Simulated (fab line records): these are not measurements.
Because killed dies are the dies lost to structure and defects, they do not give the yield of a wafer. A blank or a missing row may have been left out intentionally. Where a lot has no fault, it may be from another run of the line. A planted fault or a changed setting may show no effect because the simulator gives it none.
Chamber matching -- flow nandHarc -- NHARC_HYBRID_BOND_ACTIVATE_00 on rieDiel-13: 4 sister chambers
The step chemistry N2, time 60 s. 8 wafers are shown with their chamber, then 8 later ones without.

WAFERS PAIRED WITH THEIR CHAMBERS
wafer,chamber,showerheadPlenumPTorr (Torr),drypumpMotorCurrentA (A)
L176.3,3,1.81,6.0
L177.6,3,1.81,5.9
L190.2,0,1.80,5.4
L190.4,2,1.68,5.3
L195.3,2,1.67,5.3
L195.4,1,1.79,5.8
L195.6,0,1.80,5.5
L192.3,1,1.79,5.8

WAFERS WITH NO CHAMBER GIVEN
wafer,showerheadPlenumPTorr (Torr),drypumpMotorCurrentA (A)
L192.4,1.80,5.4
L192.5,1.67,5.2
L197.1,1.80,5.5
L197.3,1.67,5.3
L197.4,1.79,5.8
L196.1,1.79,5.8
L196.4,1.80,5.5
L196.6,1.67,5.2

WHICH CHAMBER EACH WENT THROUGH
wafer,from the rows above,in truth
L192.4,0,0
L192.5,2,2
L197.1,0,0
L197.3,2,2
L197.4,1,1
L196.1,1,1
L196.4,0,0
L196.6,2,2
Placed correctly: 8 of 8. Not placeable from these rows: 0. Wrongly placed: 0.
How it was worked out, from the rows above alone: a wafer's distance from a chamber is the root of the sum, over the readings, of the square of ((its reading less the chamber's mean) divided by the reading's scatter). If the next closest chamber is less than 2 further off than the closest, the wafer can't be placed; otherwise it belongs to the closest. For every chamber, the mean is computed from those of its wafers that are shown. How the scatter is found: for the shown wafers, subtract from each reading the mean of its chamber, square and add these, divide the total by (wafers less chambers), then take the root.
